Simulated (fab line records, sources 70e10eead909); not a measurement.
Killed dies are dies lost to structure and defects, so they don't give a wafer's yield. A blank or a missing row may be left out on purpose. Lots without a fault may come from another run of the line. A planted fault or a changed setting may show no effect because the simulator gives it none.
fab line records | flow nand_harc
record lots=24 wafers=72 last_day=24
route steps=1159 shown A_STAIRCASE@632 A_SLIT@792
lots that met no fault: from a run of the same line without faults
start_h: hours from the record's first day to the start of the lot's first wafer shown | wait_h: hours since the lot's step before | " the same as in the row above | L1.1+2: a row that stands for several wafers | - no value, or no start given | * or withheld: withheld | < > ~ a bound
route shown NAME@n: a module of which the file shows steps, and the number in the route of the first | usual: mean/standard deviation of fault-free wafers | same: alike in all rows | chamber/n: place in a boat | sites: the reading at each site | _std_site: their standard deviation | _edge_site: outer sites' mean less inner sites' | radius_mm: how far each site lies from the wafer's centre | mask NAME#n: copy n | behind: the tool/chamber that last shaped the wafer | hold: why the lot was held/for how many hours/how that ended | device: the transistor (n, p or np) that didn't switch | end of line: the same wafers' tests at the end of the route | a step without rows: its recipe alone | killed: dies lost to structure and defects at the first sort, not the wafer's yield | map: a wafer's dies, x killed, . not, _ none there
set.NAME: the setting as run; set.NAME@STEP: as run at that earlier step | model.NAME: the simulator's own value behind a step, which no gauge read
steps of the route over a sample of lots; a table a step, a row a wafer
services: from which hour (start_h, from the record's first day; less than 0 if before it) a tool's chamber was out of use, for how many hours, and why
## steps
# step NHARC_A_STAIRCASE_STRIP_238
# recipe power_w=1500 temp_c=250 chemistry=O2
# usual drypump_motor_current_A=6.24/0.092 heater_power_w=329/15
# columns lot.wafer tool chamber start_h wait_h drypump_motor_current_A heater_power_w rf_hours_counter_h
L074.2 plasma_asher-02 0 254.62 0.2 6.21 324 20
L074.1 " 1 " " 6.34 354 20
L074.4 " 1 " " 6.35 344 -
L075.1 plasma_asher-01 0 258.62 0.1 6.24 295 50
L075.4 " 1 " " 6.11 327 -
L075.6 " 1 " " 6.14 329 -
L077.4 plasma_asher-01 1 264.03 0.2 6.16 330 -
L077.6 " 1 " " 6.17 323 -
L077.5 " 0 " " 6.22 306 -
L076.1 plasma_asher-02 0 269.65 0.1 6.23 332 25
L076.4 " 1 " " 6.40 337 -
L076.6 " 0 " " 6.25 327 -
L079.4 plasma_asher-01 1 270.90 0.2 6.13 330 -
L079.3 " 0 " " 6.20 300 -
L079.5 " 1 " " 6.12 335 -
L078.2 plasma_asher-01 1 271.44 0.1 6.12 327 54
L078.4 " 1 " " 6.12 335 -
L078.6 " 0 " " 6.22 304 -
L080.3 plasma_asher-01 1 273.32 0.2 6.12 337 -
L080.4 " 0 " " 6.23 305 -
L080.6 " 0 " " 6.20 307 -
L081.1 plasma_asher-02 0 286.96 0.1 6.18 323 34
L081.4 " 0 " " 6.15 330 -
L081.5 " 1 " " 6.34 360 -
L083.3 plasma_asher-02 1 288.07 0.2 6.34 346 -
L083.4 " 0 " " 6.21 329 -
L083.5 " 1 " " 6.36 347 -
L082.1 plasma_asher-02 0 294.76 0.1 6.16 325 36
L082.5 " 1 " " 6.39 355 -
L082.6 " 0 " " 6.19 318 -
L085.2 plasma_asher-01 0 307.23 0.1 6.23 321 6
L085.4 " 1 " " 6.14 322 -
L085.6 " 0 " " 6.21 326 -
L084.1 plasma_asher-02 0 307.31 0.1 6.21 327 39
L084.4 " 0 " " 6.21 322 -
L084.5 " 1 " " 6.37 353 -
L086.2 plasma_asher-01 1 320.32 0.1 6.12 322 12
L086.5 " 0 " " 6.23 323 -
L086.6 " 1 " " 6.15 321 -
L087.2 plasma_asher-02 0 321.77 0.1 6.21 332 45
L087.6 " 0 " " 6.18 325 -
L087.5 " 1 " " 6.39 342 -
L089.1 plasma_asher-01 1 342.15 0.1 6.14 326 18
L089.4 " 1 " " 6.15 322 -
L089.5 " 1 " " 6.12 311 -
L090.2 plasma_asher-02 0 343.69 0.1 6.16 325 51
L090.1 " 1 " " 6.38 342 51
L090.5 " 1 " " 6.37 348 -
L088.2 plasma_asher-02 1 351.66 0.1 6.39 344 54
L088.4 " 1 " " 6.34 348 -
L088.5 " 0 " " 6.22 333 -
L091.4 plasma_asher-02 0 354.82 0.3 6.22 320 -
L091.3 " 1 " " 6.36 351 -
L091.5 " 0 " " 6.18 330 -
L093.3 plasma_asher-02 0 356.80 0.4 6.22 328 -
L093.6 " 0 " " 6.22 325 -
L093.5 " 1 " " 6.34 350 -
L092.4 plasma_asher-02 0 358.78 0.2 6.20 323 -
L092.3 " 1 " " 6.37 342 -
L092.6 " 0 " " 6.21 324 -
L094.2 plasma_asher-01 0 363.92 0.1 6.25 310 25
L094.3 " 0 " " 6.25 315 -
L094.4 " 1 " " 6.14 318 -
L095.3 plasma_asher-02 1 369.34 1.2 6.40 355 -
L095.4 " 0 " " 6.21 328 -
L095.6 " 1 " " 6.41 355 -
L096.3 plasma_asher-02 0 375.30 0.2 6.26 333 -
L096.4 " 1 " " 6.42 367 -
L096.5 " 0 " " 6.22 330 -
L097.3 plasma_asher-01 1 389.67 0.6 6.15 316 -
L097.6 " 0 " " 6.21 318 -
L097.5 " 1 " " 6.13 318 -
# step NHARC_A_STAIRCASE_ETCH_292
# recipe cf4_flow_sccm=100 chf3_flow_sccm=30 ar_flow_sccm=0 rf_w=500 bias_w=200 chemistry=CF4/CHF3
# usual drypump_motor_current_A=5.9/0.5 oes_product_au=0.946/0.018 rf_vpp_V=370.2/1.9 showerhead_plenum_p_Torr=1.56/0.052 throttle_valve_pct=16.802/0.0091
# columns lot.wafer tool chamber start_h wait_h drypump_motor_current_A oes_product_au rf_hours_counter_h rf_vpp_V showerhead_plenum_p_Torr throttle_valve_pct
L074.2 rie_diel-07 1 261.06 0.1 5.7 0.947 10 366.7 1.49 16.806
L074.4 " 2 " " 5.7 0.936 11 371.9 1.64 16.812
L074.1 " 0 " " 6.5 0.941 10 367.4 1.52 16.789
L075.4 rie_diel-07 3 264.15 0.1 6.4 0.932 12 371.2 1.61 16.803
L075.1 " 1 " " 5.7 0.931 12 369.6 1.49 16.801
L075.6 " 0 " " 6.5 0.933 - 368.8 1.51 16.803
L077.4 rie_diel-06 0 269.86 0.3 5.6 0.946 11 367.0 1.47 16.827
L077.6 " 1 " " 6.0 0.928 - 367.5 1.53 16.813
L077.5 " 2 " " 5.0 0.943 - 371.3 1.61 16.822
L076.1 rie_diel-09 1 274.95 0.1 5.7 0.974 6 372.1 1.60 16.796
L076.4 " 3 " " 6.4 0.958 6 372.0 1.60 16.794
L076.6 " 1 " " 5.8 0.974 - 371.7 1.60 16.799
L079.4 rie_diel-07 2 277.03 0.1 5.7 0.950 18 373.7 1.64 16.800
L079.3 " 3 " " 6.3 0.956 17 370.9 1.61 16.806
L079.5 " 1 " " 5.8 0.966 - 368.3 1.49 16.789
L078.2 rie_diel-06 0 278.23 0.1 5.6 0.930 13 366.8 1.47 16.802
L078.4 " 1 " " 6.1 0.918 12 369.8 1.53 16.794
L078.6 " 3 " " 6.1 0.934 - 370.7 1.59 16.809
L080.3 rie_diel-09 3 279.79 0.1 6.3 0.959 8 372.2 1.60 16.794
L080.4 " 1 " " 5.7 0.970 8 371.6 1.60 16.797
L080.6 " 2 " " 6.2 0.994 - 371.9 1.61 16.803
L081.1 rie_diel-07 1 292.24 0.1 5.7 0.952 24 368.1 1.48 16.805
L081.4 " 2 " " 5.8 0.927 22 371.7 1.64 16.789
L081.5 " 3 " " 6.4 0.928 - 371.3 1.60 16.806
L083.3 rie_diel-06 1 293.66 0.2 6.1 0.955 18 368.8 1.53 16.811
L083.4 " 1 " " 6.1 0.944 - 368.7 1.53 16.789
L083.5 " 2 " " 5.0 0.945 - 370.7 1.61 16.811
L082.1 rie_diel-07 3 300.94 0.1 6.4 0.961 24 372.2 1.60 16.800
L082.6 " 3 " " 6.4 0.954 - 371.5 1.60 16.814
L082.5 " 0 " " 6.6 0.957 - 368.5 1.51 16.801
L085.4 rie_diel-07 1 313.89 0.1 5.7 0.947 32 366.5 1.48 16.799
L085.2 " 2 " " 5.8 0.929 30 371.6 1.64 16.798
L085.6 " 3 " " 6.4 0.928 - 371.9 1.60 16.792
L084.4 rie_diel-09 3 314.11 0.1 6.3 0.939 21 370.8 1.60 16.831
L084.1 " 0 " " 4.8 0.923 22 369.8 1.56 16.821
L084.5 " 3 " " 6.3 0.925 - 371.5 1.60 16.811
L086.2 rie_diel-07 2 325.88 0.1 5.7 0.924 35 372.4 1.63 16.792
L086.6 " 2 " " 5.7 0.925 - 374.0 1.63 16.817
L086.5 " 3 " " 6.4 0.929 - 371.5 1.60 16.793
L087.2 rie_diel-09 1 326.98 0.1 5.8 0.967 21 370.9 1.60 16.803
L087.6 " 0 " " 4.8 0.970 - 370.7 1.56 16.797
L087.5 " 1 " " 5.7 0.981 - 370.8 1.60 16.806
L089.1 rie_diel-07 3 347.73 0.1 6.4 0.932 41 370.3 1.60 16.812
L089.5 " 1 " " 5.8 0.936 - 367.3 1.48 16.798
L089.4 " 3 " " 6.4 0.936 - 371.9 1.60 16.798
L090.2 rie_diel-07 3 349.73 0.4 6.4 0.946 42 370.3 1.60 16.811
L090.1 " 1 " " 5.8 0.942 46 369.1 1.48 16.796
L090.5 " 1 " " 5.7 0.947 - 366.5 1.48 16.807
L088.4 rie_diel-07 0 358.74 0.1 6.5 0.981 50 368.7 1.50 16.810
L088.2 " 3 " " 6.4 0.976 47 371.2 1.60 16.802
L088.5 " 1 " " 5.7 0.969 - 367.3 1.48 16.798
L093.3 rie_diel-09 2 362.40 0.1 6.2 0.934 33 372.8 1.60 16.796
L093.6 " 1 " " 5.8 0.924 - 371.0 1.59 16.800
L093.5 " 2 " " 6.2 0.927 - 371.0 1.60 16.797
L091.3 rie_diel-06 2 362.56 0.1 5.0 0.961 45 372.4 1.60 16.800
L091.5 " 1 " " 6.0 0.966 - 368.5 1.52 16.799
L091.4 " 3 " " 6.1 0.974 - 372.6 1.59 16.813
L092.3 rie_diel-06 1 367.20 0.1 6.1 0.958 48 369.6 1.52 16.809
L092.6 " 2 " " 5.0 0.964 - 371.8 1.60 16.795
L092.4 " 3 " " 6.1 0.968 - 371.6 1.59 16.819
L094.2 rie_diel-09 2 370.95 0.1 6.2 0.931 37 371.1 1.60 16.799
L094.3 " 0 " " 4.8 0.924 43 369.4 1.56 16.803
L094.4 " 1 " " 5.7 0.929 - 370.4 1.59 16.781
L095.3 rie_diel-06 0 378.59 0.2 5.6 0.934 32 367.2 1.47 16.807
L095.4 " 1 " " 6.0 0.921 - 369.4 1.52 16.798
L095.6 " 3 " " 6.1 0.913 - 370.9 1.59 16.796
L096.4 rie_diel-09 3 384.11 0.1 6.4 0.929 39 372.1 1.59 16.785
L096.3 " 0 " " 4.8 0.947 50 369.3 1.56 16.819
L096.5 " 2 " " 6.2 0.939 - 370.2 1.60 16.792
L097.3 rie_diel-07 0 395.30 0.1 6.5 0.963 58 367.4 1.50 16.812
L097.6 " 3 " " 6.4 0.959 - 370.2 1.59 16.806
L097.5 " 0 " " 6.6 0.949 - 367.8 1.50 16.798
# step NHARC_A_STAIRCASE_ETCH_294
# recipe target_depth_a=49920 time_s=1212.4 ion_energy_ev=800 c4f8_flow_sccm=80 o2_flow_sccm=60 ar_flow_sccm=withheld rf_w=600 bias_w=3000 chemistry=C4F8/O2/Ar
# usual oes_product_au=0.935/0.01 rf_vpp_V=1824/8.9
# columns lot.wafer tool chamber start_h wait_h oes_product_au rf_hours_counter_h rf_vpp_V
L074.1 rie_diel-07 0 - - 0.925 11 1817
L074.2 " 1 " " 0.929 11 1814
L074.4 " 3 " " 0.936 11 1833
L075.4 rie_diel-07 0 - - 0.936 12 1817
L075.1 " 2 " " 0.924 12 1838
L075.6 " 0 " " 0.941 - 1817
L077.4 rie_diel-06 0 - - 0.927 11 1810
L077.6 " 3 " " 0.937 - 1830
L077.5 " 0 " " 0.925 - 1810
L076.1 rie_diel-09 0 - - 0.934 7 1827
L076.4 " 1 " " 0.939 6 1832
L076.6 " 0 " " 0.934 - 1825
L079.4 rie_diel-07 0 - - 0.940 19 1816
L079.3 " 1 " " 0.947 19 1812
L079.5 " 0 " " 0.932 - 1818
L078.4 rie_diel-06 0 - - 0.923 13 1809
L078.2 " 2 " " 0.940 12 1832
L078.6 " 0 " " 0.943 - 1810
L080.4 rie_diel-09 3 - - 0.950 8 1832
L080.3 " 0 " " 0.944 9 1826
L080.6 " 3 " " 0.934 - 1831
L081.1 rie_diel-07 0 - - 0.946 23 1817
L081.4 " 3 " " 0.948 22 1833
L081.5 " 1 " " 0.955 - 1812
L083.3 rie_diel-06 0 - - 0.930 19 1809
L083.4 " 2 " " 0.927 - 1833
L083.5 " 0 " " 0.927 - 1808
L082.1 rie_diel-07 1 - - 0.952 27 1812
L082.5 " 1 " " 0.945 - 1812
L082.6 " 2 " " 0.925 - 1838
L085.4 rie_diel-07 2 - - 0.940 30 1838
L085.2 " 3 " " 0.938 29 1831
L085.6 " 1 " " 0.952 - 1811
L084.1 rie_diel-09 0 - - 0.940 22 1824
L084.4 " 1 " " 0.929 18 1829
L084.5 " 3 " " 0.937 - 1830
L086.2 rie_diel-07 1 - - 0.946 38 1812
L086.5 " 3 " " 0.938 - 1832
L086.6 " 0 " " 0.937 - 1814
L087.2 rie_diel-09 3 - - 0.941 25 1832
L087.5 " 0 " " 0.967 - 1824
L087.6 " 1 " " 0.946 - 1831
L089.1 rie_diel-07 3 - - 0.938 41 1830
L089.5 " 0 " " 0.929 - 1817
L089.4 " 3 " " 0.932 - 1831
L090.2 rie_diel-07 0 - - 0.934 46 1814
L090.1 " 1 " " 0.936 46 1811
L090.5 " 3 " " 0.935 - 1831
L088.4 rie_diel-07 3 - - 0.937 47 1830
L088.2 " 0 " " 0.940 50 1815
L088.5 " 2 " " 0.924 - 1837
L091.3 rie_diel-06 2 - - 0.930 47 1832
L091.4 " 1 " " 0.918 - 1817
L091.5 " 2 " " 0.932 - 1831
L093.3 rie_diel-09 1 - - 0.915 36 1829
L093.6 " 2 " " 0.928 - 1831
L093.5 " 0 " " 0.928 - 1824
L092.3 rie_diel-06 1 - - 0.919 49 1819
L092.6 " 3 " " 0.939 - 1830
L092.4 " 2 " " 0.930 - 1832
L094.3 rie_diel-09 2 - - 0.935 38 1830
L094.2 " 0 " " 0.930 43 1826
L094.4 " 1 " " 0.919 - 1831
L095.3 rie_diel-06 0 - - 0.924 33 1810
L095.4 " 1 " " 0.916 - 1819
L095.6 " 3 " " 0.932 - 1829
L096.3 rie_diel-09 0 - - 0.936 50 1824
L096.4 " 1 " " 0.930 46 1830
L096.5 " 1 " " 0.929 - 1829
L097.3 rie_diel-07 0 - - 0.938 58 1817
L097.6 " 1 " " 0.946 - 1810
L097.5 " 2 " " 0.944 - 1835
# step NHARC_A_STAIRCASE_STRIP_295
# recipe o2_flow_sccm=500 ar_flow_sccm=0 bias_w=0 chemistry=O2
# usual drypump_motor_current_A=5.9/0.5 oes_product_au=1.003/0.0092 rf_vpp_V=57.6/0.95 showerhead_plenum_p_Torr=3.51/0.12 throttle_valve_pct=17.036/0.009
# columns lot.wafer tool chamber start_h wait_h drypump_motor_current_A oes_product_au rf_hours_counter_h rf_vpp_V showerhead_plenum_p_Torr throttle_valve_pct
L074.1 rie_diel-07 1 - - 5.7 1.014 12 56.9 3.34 17.045
L074.2 " 2 " " 5.8 0.998 12 57.9 3.68 17.034
L074.4 " 0 " " 6.6 1.000 12 57.8 3.40 17.032
L075.1 rie_diel-07 0 - - 6.5 1.009 13 56.5 3.40 17.036
L075.4 " 2 " " 5.8 0.994 13 59.3 3.68 17.058
L075.6 " 0 " " 6.6 1.011 - 58.3 3.40 17.030
L077.4 rie_diel-06 1 - - 6.0 0.986 11 57.1 3.43 17.030
L077.5 " 2 " " 5.0 1.003 - 58.7 3.61 17.031
L077.6 " 3 " " 6.1 0.997 - 58.7 3.57 17.043
L076.4 rie_diel-09 0 - - 4.8 0.990 8 58.0 3.51 17.026
L076.1 " 1 " " 5.8 1.003 7 58.9 3.59 17.027
L076.6 " 0 " " 4.8 1.009 - 56.0 3.51 17.047
L079.3 rie_diel-07 2 - - 5.8 1.015 18 59.3 3.67 17.035
L079.4 " 1 " " 5.8 1.025 20 58.4 3.33 17.024
L079.5 " 2 " " 5.8 0.996 - 57.6 3.67 17.033
L078.2 rie_diel-06 0 - - 5.6 1.010 14 55.3 3.30 17.032
L078.4 " 1 " " 6.0 0.997 13 56.6 3.43 17.026
L078.6 " 1 " " 6.1 0.997 - 57.6 3.43 17.044
L080.3 rie_diel-09 2 - - 6.2 1.014 8 58.7 3.60 17.027
L080.4 " 3 " " 6.3 1.010 9 59.0 3.59 17.059
L080.6 " 1 " " 5.8 0.993 - 58.6 3.59 17.030
L081.4 rie_diel-07 3 - - 6.4 1.010 22 57.2 3.60 17.033
L081.1 " 0 " " 6.5 1.016 24 57.2 3.39 17.033
L081.5 " 3 " " 6.4 1.014 - 57.3 3.60 17.043
L083.3 rie_diel-06 0 - - 5.6 1.004 19 56.8 3.30 17.039
L083.5 " 2 " " 5.0 0.996 - 59.8 3.60 17.037
L083.4 " 0 " " 5.6 0.999 - 55.8 3.30 17.032
L082.1 rie_diel-07 3 - - 6.3 1.020 24 59.3 3.59 17.024
L082.6 " 2 " " 5.7 1.004 - 58.1 3.67 17.043
L082.5 " 3 " " 6.3 1.014 - 57.4 3.59 17.035
L084.4 rie_diel-09 2 - - 6.2 1.001 17 59.6 3.60 17.032
L084.1 " 3 " " 6.4 0.997 22 57.9 3.58 17.042
L084.5 " 1 " " 5.8 0.992 - 58.1 3.58 17.040
L085.4 rie_diel-07 2 - - 5.8 1.002 31 56.8 3.66 17.029
L085.2 " 0 " " 6.6 1.000 33 56.9 3.39 17.032
L085.6 " 2 " " 5.8 0.986 - 58.1 3.66 17.031
L086.2 rie_diel-07 2 - - 5.8 1.006 35 56.6 3.66 17.034
L086.6 " 2 " " 5.8 0.995 - 57.9 3.66 17.033
L086.5 " 3 " " 6.4 1.008 - 56.1 3.59 17.023
L087.2 rie_diel-09 1 - - 5.8 0.998 22 55.7 3.58 17.042
L087.6 " 0 " " 4.8 1.009 - 57.8 3.50 17.025
L087.5 " 1 " " 5.7 0.981 - 57.0 3.58 17.041
L089.1 rie_diel-07 3 - - 6.4 1.006 42 57.9 3.59 17.037
L089.5 " 3 " " 6.4 1.010 - 56.6 3.58 17.054
L089.4 " 0 " " 6.5 1.010 - 57.1 3.38 17.041
L090.2 rie_diel-07 3 - - 6.4 0.996 43 57.8 3.58 17.042
L090.1 " 1 " " 5.7 1.015 47 56.7 3.32 17.047
L090.5 " 3 " " 6.4 1.006 - 57.4 3.58 17.036
L088.4 rie_diel-07 3 - - 6.4 1.004 47 56.9 3.58 17.029
L088.2 " 0 " " 6.5 1.005 51 54.8 3.38 17.035
L088.5 " 3 " " 6.4 0.990 - 57.3 3.58 17.047
L093.3 rie_diel-09 2 - - 6.2 1.004 36 58.4 3.58 17.028
L093.5 " 1 " " 5.8 0.998 - 57.8 3.57 17.033
L093.6 " 0 " " 4.9 1.000 - 56.3 3.50 17.024
L091.3 rie_diel-06 3 - - 6.1 1.004 38 57.2 3.56 17.040
L091.4 " 1 " " 6.0 0.997 - 55.7 3.41 17.044
L091.5 " 3 " " 6.1 1.008 - 58.7 3.56 17.021
L092.3 rie_diel-06 1 - - 6.1 0.983 50 57.9 3.41 17.022
L092.4 " 1 " " 6.1 0.978 - 57.9 3.41 17.035
L092.6 " 3 " " 6.1 1.016 - 57.1 3.56 17.039
L094.3 rie_diel-09 0 - - 4.8 1.001 44 57.6 3.49 17.050
L094.2 " 1 " " 5.7 0.988 40 59.1 3.57 17.042
L094.4 " 2 " " 6.2 0.999 - 58.6 3.58 17.026
L095.3 rie_diel-06 0 - - 5.6 0.996 34 55.8 3.29 17.019
L095.6 " 0 " " 5.6 0.997 - 57.2 3.29 17.039
L095.4 " 1 " " 6.1 0.983 - 57.4 3.41 17.049
L096.3 rie_diel-09 0 - - 4.8 0.999 51 57.1 3.49 17.052
L096.4 " 2 " " 6.2 0.995 45 59.5 3.58 17.058
L096.5 " 0 " " 4.8 0.998 - 57.6 3.49 17.033
L097.3 rie_diel-07 3 - - 6.4 1.008 60 56.9 3.57 17.027
L097.6 " 3 " " 6.4 1.020 - 58.6 3.57 17.043
L097.5 " 0 " " 6.5 1.003 - 56.5 3.37 17.044
# step NHARC_A_STAIRCASE_HM_OPEN_463
# recipe o2_flow_sccm=400 cos_flow_sccm=20 ar_flow_sccm=0 rf_w=500 bias_w=300 chemistry=O2/COS
# usual drypump_motor_current_A=5.9/0.46 oes_product_au=1.004/0.0089 rf_vpp_V=466.9/2.5 showerhead_plenum_p_Torr=3.11/0.11 throttle_valve_pct=28.329/0.0086
# columns lot.wafer tool chamber start_h wait_h drypump_motor_current_A oes_product_au rf_hours_counter_h rf_vpp_V showerhead_plenum_p_Torr throttle_valve_pct
L074.1 rie_diel-07 2 - - 5.7 1.008 14 469.2 3.25 28.328
L074.4 " 3 " " 6.4 1.015 13 469.5 3.19 28.322
L074.2 " 0 " " 6.5 1.007 14 464.2 3.00 28.333
L075.4 rie_diel-06 3 - - 6.1 0.999 11 467.1 3.16 28.338
L075.1 " 0 " " 5.7 1.011 10 461.6 2.92 28.320
L075.6 " 1 " " 6.0 0.985 - 463.7 3.03 28.327
L077.4 rie_diel-07 0 - - 6.5 1.006 18 464.3 3.00 28.304
L077.6 " 3 " " 6.4 1.004 - 469.3 3.19 28.328
L077.5 " 0 " " 6.5 1.005 - 465.5 3.00 28.331
L076.1 rie_diel-06 1 - - 6.1 0.996 13 465.1 3.03 28.337
L076.4 " 3 " " 6.1 0.995 13 467.5 3.16 28.326
L076.6 " 0 " " 5.6 1.009 - 461.6 2.92 28.331
L079.3 rie_diel-07 2 - - 5.8 1.008 20 471.1 3.25 28.316
L079.4 " 3 " " 6.4 1.007 19 469.0 3.18 28.336
L079.5 " 2 " " 5.7 0.998 - 470.3 3.25 28.328
L078.4 rie_diel-07 3 - - 6.4 1.011 20 468.2 3.18 28.317
L078.2 " 0 " " 6.5 1.023 22 464.4 3.00 28.332
L078.6 " 2 " " 5.7 1.005 - 470.0 3.25 28.326
L080.3 rie_diel-07 0 - - 6.5 1.016 22 465.0 3.00 28.332
L080.4 " 1 " " 5.8 1.020 23 462.9 2.95 28.325
L080.6 " 0 " " 6.5 1.012 - 466.2 3.00 28.321
L081.4 rie_diel-07 1 - - 5.8 1.014 25 462.3 2.94 28.321
L081.1 " 3 " " 6.4 1.003 23 467.9 3.18 28.343
L081.5 " 2 " " 5.8 0.998 - 469.3 3.25 28.338
L083.3 rie_diel-09 2 - - 6.2 0.994 11 466.9 3.18 28.331
L083.4 " 1 " " 5.8 0.995 12 468.4 3.17 28.323
L083.5 " 2 " " 6.3 1.007 - 468.8 3.19 28.330
L082.1 rie_diel-09 3 - - 6.4 0.986 18 468.1 3.17 28.325
L082.6 " 1 " " 5.8 1.002 - 468.6 3.17 28.337
L082.5 " 2 " " 6.2 1.008 - 471.6 3.18 28.337
L084.4 rie_diel-09 2 - - 6.2 1.003 18 467.3 3.18 28.320
L084.1 " 0 " " 4.8 0.993 23 467.3 3.10 28.339
L084.5 " 1 " " 5.7 0.997 - 467.0 3.17 28.336
L085.4 rie_diel-06 0 - - 5.6 0.996 29 462.7 2.91 28.333
L085.2 " 1 " " 6.0 0.990 29 464.9 3.02 28.336
L085.6 " 0 " " 5.6 0.989 - 462.4 2.91 28.319
L086.2 rie_diel-07 3 - - 6.4 1.013 35 469.0 3.18 28.325
L086.6 " 0 " " 6.6 1.009 - 464.0 2.99 28.349
L086.5 " 1 " " 5.7 1.015 - 464.3 2.94 28.333
L087.2 rie_diel-09 0 - - 4.8 0.996 27 466.6 3.10 28.319
L087.5 " 3 " " 6.3 1.000 - 468.5 3.17 28.339
L087.6 " 0 " " 4.8 0.993 - 468.2 3.10 28.328
L089.1 rie_diel-06 1 - - 6.0 0.978 42 464.0 3.02 28.341
L089.5 " 1 " " 6.0 0.993 - 465.5 3.02 28.322
L089.4 " 2 " " 5.0 1.007 - 468.1 3.18 28.326
L090.1 rie_diel-06 1 - - 6.0 1.007 43 465.2 3.02 28.335
L090.2 " 2 " " 5.0 1.014 43 468.4 3.18 28.323
L090.5 " 1 " " 6.0 1.000 - 466.4 3.02 28.340
L088.2 rie_diel-09 1 - - 5.8 1.001 37 468.2 3.16 28.338
L088.5 " 0 " " 4.8 0.998 - 465.7 3.09 28.313
L088.4 " 1 " " 5.8 1.006 - 468.0 3.16 28.324
L093.3 rie_diel-07 1 - - 5.7 0.992 54 463.2 2.93 28.326
L093.6 " 1 " " 5.7 1.000 - 462.4 2.93 28.330
L093.5 " 2 " " 5.7 1.002 - 469.1 3.24 28.320
L091.3 rie_diel-06 2 - - 5.0 1.004 50 469.8 3.17 28.327
L091.5 " 2 " " 5.0 1.011 - 467.6 3.17 28.319
L091.4 " 3 " " 6.1 0.999 - 468.9 3.15 28.337
L092.3 rie_diel-07 1 - - 5.7 1.005 55 463.8 2.93 28.328
L092.4 " 2 " " 5.8 1.001 - 469.3 3.24 28.330
L092.6 " 3 " " 6.4 1.013 - 468.3 3.17 28.333
L094.2 rie_diel-07 3 - - 6.4 1.010 54 468.7 3.17 28.330
L094.3 " 2 " " 5.7 1.005 47 468.8 3.24 28.342
L094.4 " 2 " " 5.8 1.009 - 469.8 3.24 28.316
L095.4 rie_diel-07 3 - - 6.4 0.999 57 467.3 3.16 28.329
L095.3 " 0 " " 6.6 1.010 56 465.3 2.98 28.325
L095.6 " 3 " " 6.4 1.010 - 467.9 3.16 28.302
L096.3 rie_diel-07 3 - - 6.4 1.015 58 467.2 3.16 28.313
L096.4 " 0 " " 6.5 0.997 57 463.9 2.98 28.319
L096.5 " 3 " " 6.4 1.007 - 468.1 3.16 28.324
L097.3 rie_diel-07 1 - - 5.8 1.013 64 462.3 2.93 28.329
L097.5 " 3 " " 6.4 1.003 - 468.4 3.16 28.338
L097.6 " 0 " " 6.5 1.003 - 464.0 2.98 28.342
# step NHARC_A_SLIT_INSPECT_11
# usual raw_defect_count=20/9.2
# columns lot.wafer tool chamber start_h wait_h raw_defect_count
L075.1 defect_inspect-01 - 324.96 0.0 9
L075.4 " - " " 18
L075.6 " - " " 10
L074.1 defect_inspect-02 - 325.25 0.0 16
L074.2 " - " " 27
L074.4 " - " " 21
L077.4 defect_inspect-01 - 330.33 0.0 11
L077.5 " - " " 11
L077.6 " - " " 20
L078.2 defect_inspect-01 - 336.90 0.0 16
L078.4 " - " " 20
L078.6 " - " " 20
L079.3 defect_inspect-01 - 337.54 0.0 12
L079.4 " - " " 11
L079.5 " - " " 10
L076.1 defect_inspect-01 - 339.08 0.0 11
L076.4 " - " " 11
L076.6 " - " " 5
L080.3 defect_inspect-01 - 348.78 0.0 30
L080.4 " - " " 28
L080.6 " - " " 27
L083.3 defect_inspect-01 - 360.36 0.0 16
L083.4 " - " " 24
L083.5 " - " " 26
L081.1 defect_inspect-01 - 360.66 0.0 14
L081.4 " - " " 18
L081.5 " - " " 20
L082.1 defect_inspect-01 - 368.52 0.0 9
L082.5 " - " " 20
L082.6 " - " " 12
L085.2 defect_inspect-01 - 381.74 0.0 11
L085.4 " - " " 15
L085.6 " - " " 15
L084.1 defect_inspect-01 - 382.27 0.0 28
L084.4 " - " " 26
L084.5 " - " " 27
L087.2 defect_inspect-01 - 393.13 0.0 30
L087.5 " - " " 31
L087.6 " - " " 28
L086.2 defect_inspect-01 - 393.50 0.0 10
L086.5 " - " " 8
L086.6 " - " " 7
L089.1 defect_inspect-01 - 410.88 0.0 19
L089.4 " - " " 13
L089.5 " - " " 18
L090.1 defect_inspect-01 - 411.04 0.0 35
L090.2 " - " " 24
L090.5 " - " " 36
L088.2 defect_inspect-02 - 426.30 0.0 17
L088.4 " - " " 21
L088.5 " - " " 14
L093.3 defect_inspect-02 - 427.14 0.0 39
L093.5 " - " " 27
L093.6 " - " " 32
L091.3 defect_inspect-01 - 428.15 0.0 16
L091.4 " - " " 20
L091.5 " - " " 18
L092.3 defect_inspect-01 - 429.16 0.0 38
L092.4 " - " " 32
L092.6 " - " " 41
L095.3 defect_inspect-01 - 445.16 0.0 48
L095.4 " - " " 36
L095.6 " - " " 34
L096.3 defect_inspect-01 - 445.91 0.0 12
L096.4 " - " " 17
L096.5 " - " " 25
L094.2 defect_inspect-02 - 446.06 0.0 21
L094.3 " - " " 21
L094.4 " - " " 17
L097.3 defect_inspect-02 - 457.69 0.0 31
L097.5 " - " " 24
L097.6 " - " " 19
## services
# columns tool chamber start_h hours kind
rie_diel-07 0 237.36 - clean
rie_diel-07 1 237.36 - clean
rie_diel-07 1 237.36 - consumable_replace:focus_ring
rie_diel-07 2 237.36 - clean
rie_diel-09 - 240.67 0.8 repair
rie_diel-06 - 242.47 9.0 pm
rie_diel-09 - 254.11 9.0 pm
rie_diel-06 - 275.48 0.3 repair
plasma_asher-01 - 276.57 9.0 pm
rie_diel-09 1 282.27 4.0 repair
rie_diel-09 2 285.48 8.2 repair
rie_diel-06 3 291.21 21.8 repair
rie_diel-07 1 310.76 2.2 repair
plasma_asher-01 - 322.32 0.3 repair
rie_diel-06 3 326.38 3.6 repair
rie_diel-06 0 328.72 43.8 repair
rie_diel-07 2 340.48 15.5 repair
plasma_asher-01 - 352.35 5.3 repair
plasma_asher-02 - 360.24 9.0 pm
rie_diel-09 3 360.57 16.6 repair
rie_diel-07 0 369.47 11.3 repair
rie_diel-07 - 372.31 0.6 repair
rie_diel-06 2 374.46 8.7 repair
rie_diel-09 2 387.51 13.8 repair
## key
fault none
